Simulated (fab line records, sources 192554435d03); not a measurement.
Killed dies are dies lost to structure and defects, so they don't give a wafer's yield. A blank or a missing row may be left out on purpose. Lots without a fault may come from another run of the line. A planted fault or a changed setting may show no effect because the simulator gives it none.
A struck lot beside a sound one | flow n5_finfet | 36 steps out of a route of 1938
Sound: wafers L947.1, L947.3, L947.4. Struck: wafer L959.6. (L959.2 of the same lot was not struck and is left out.) The cause comes at the end.
At each step with rows: each side's tool, then ch and its chambers, then its first start. Under that, the readings that differ: sound wafers | struck wafers | difference of the means | sigmas: that difference in standard deviations of wafers without a fault.
alike: readings whose means differ by less than 2 such deviations, and words and numbers that are the same on both sides. not compared: withheld readings, readings that some wafer has no value for, bounds like >300 that may hide the same value, and numbers for which the record gives no deviation and whose values overlap.
The two part at a step that has a row with sigmas, a row that says differs or no value, or rows on one side only. Numbers that don't overlap but have no deviation are shown without sigmas and don't part them. A reading that every wafer of one side lacks parts them only if that side has two wafers or more.

first, 9 steps without rows for these wafers: N5_BEOL_M13_PRE_CLEAN_42 (time 30 s); N5_BEOL_M13_SPUTTER_43 (material TaN, target thk 15 nm, time 24.19 s); N5_BEOL_M13_SPUTTER_44 (material Ta, target thk 10 nm, time 16.13 s); N5_BEOL_M13_SPUTTER_45 (material Cu, target thk 80 nm, time 13.33 s); N5_BEOL_M13_ECD_47 (material Cu, target thk 936 nm); N5_BEOL_M13_ANNEAL_48 (time 90 s); N5_BEOL_M13_CMP_49 (polishes, stops on SiOC, t overpolish 17.1 s, target thk 420 nm); N5_BEOL_M13_PRE_CLEAN_52 (time 15 s); N5_BEOL_M13_DEP_53 (deposits SiCN from 3MS/NH3, target thk 50 nm, time 17.8 s).
N5_BEOL_M14_ILD_DEP_00: deposits SiO2 from TEOS/O2, target thk 1119.3 nm, time 237.4 s.
  sound on pecvd-01 ch 0,2, day 11 12:40; struck on pecvd-01 ch 1, day 14 21:42
  reading                                       | sound             | struck | difference | sigmas
  run_length_s (s)                              | 280.3 280.3 281.2 | 252.7  | -27.9      | -49
  showerhead_plenum_p_Torr (Torr)               | 8.338 8.324 8.325 | 8.390  | +0.061     | +2
  model.SiO2_of_BEOL_M14_ILD_DEP_00.thk_nm (nm) | 1102 1128 1113    | 960.6  | -153.7     |
  alike: heater_power_w, throttle_valve_pct
  not compared: susceptor_temp_C
N5_BEOL_M14_THK_MEAS_01:
  sound on film_metro-01, day 11 12:56; struck on film_metro-01, day 14 21:53
  reading          | sound          | struck | difference | sigmas
  M14_ILD_THK (nm) | 1102 1129 1114 | 961    | -154       | -11
then, 10 steps without rows for these wafers: N5_BEOL_M14_COAT_58 (time 60 s, resist thk 89 nm); N5_BEOL_M14_COAT_04 (resist thk 800 nm); N5_BEOL_M14_EBR_06; N5_BEOL_M14_SOFTBAKE_05 (time 60 s); N5_BEOL_M14_EXPOSE_07 (exposes mask V13); N5_BEOL_M14_PEB_08 (peb time 90 s); N5_BEOL_M14_DEVELOP_09 (develop time 45 s); N5_BEOL_M14_HARDBAKE_14 (time 120 s); N5_BEOL_M14_DESCUM_15 (chemistry O2, time 7.9 s); N5_BEOL_M14_ETCH_59 (etches BARC in N2/H2, target depth 89 nm, overetch 26.7 nm, time 67.9 s).
N5_BEOL_M14_VIA_ETCH_16: etches SiO2 in C4F8/O2/Ar, target depth 1231.3 nm.
  sound on rie_diel-02 ch 1,2,3, day 11 13:33; struck on rie_diel-05 ch 2, day 14 22:37
  reading                                    | sound             | struck | difference | sigmas
  drypump_motor_current_A (A)                | 5.7 5.3 6.2       | 6.6    | +0.9       | +2
  throttle_valve_pct (%)                     | 30.56 30.60 30.48 | 31.01  | +0.46      | +3
  model.etch.depth_nm (nm)                   | 1102 1128 1113    | 960.6  | -153.7     |
  model.coat_of_BEOL_M14_COAT_04.thk_nm (nm) | 462.8 450.2 457.8 | 493.2  | +36.3      |
  alike: C4F8_flow_sccm, O2_flow_sccm, bias_w, he_inner_torr, oes_product_au, rf_vpp_V, showerhead_plenum_p_Torr
then, 13 steps without rows for these wafers: N5_BEOL_M14_STRIP_63 (strips in O2); N5_BEOL_M14_STRIP_64 (strips in O2); N5_BEOL_M14_STRIP_71 (strips in post etch residue remover, time 60 s); N5_BEOL_M14_SRD_72 (time 30 s, dry time 30 s); N5_BEOL_M14_COAT_65 (time 60 s, resist thk 450 nm); N5_BEOL_M14_COAT_66 (time 60 s, resist thk 110 nm); N5_BEOL_M14_COAT_22 (resist thk 300 nm); N5_BEOL_M14_EBR_24; N5_BEOL_M14_SOFTBAKE_23 (time 60 s); N5_BEOL_M14_EXPOSE_25 (exposes mask M14, target cd 280 nm); N5_BEOL_M14_PEB_26 (peb time 90 s); N5_BEOL_M14_DEVELOP_27 (develop time 45 s); N5_BEOL_M14_HARDBAKE_32 (time 120 s).
N5_BEOL_M14_CMP_49: polishes, stops on SiO2, t overpolish 5.2 s, target thk 560 nm.
  sound on cmp-03 ch 0,1,2, day 11 20:18; struck on cmp-04 ch 0, day 15 04:43
  reading                                       | sound          | struck | difference | sigmas
  model.SiO2_of_BEOL_M14_ILD_DEP_00.thk_nm (nm) | 1022 1051 1032 | 879.8  | -155.2     |
  alike: motor_current_A, platen_rpm

WHERE THEY PART
First at N5_BEOL_M14_ILD_DEP_00; last, within this record, at N5_BEOL_M14_VIA_ETCH_16. Later steps at which nothing parts them and some readings are alike: N5_BEOL_M14_CMP_49.

WHY: what the simulator had put in
Process parameter drift: pecvd-01, from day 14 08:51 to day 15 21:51, at N5_BEOL_M14_ILD_DEP_00. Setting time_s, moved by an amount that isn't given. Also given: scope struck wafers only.
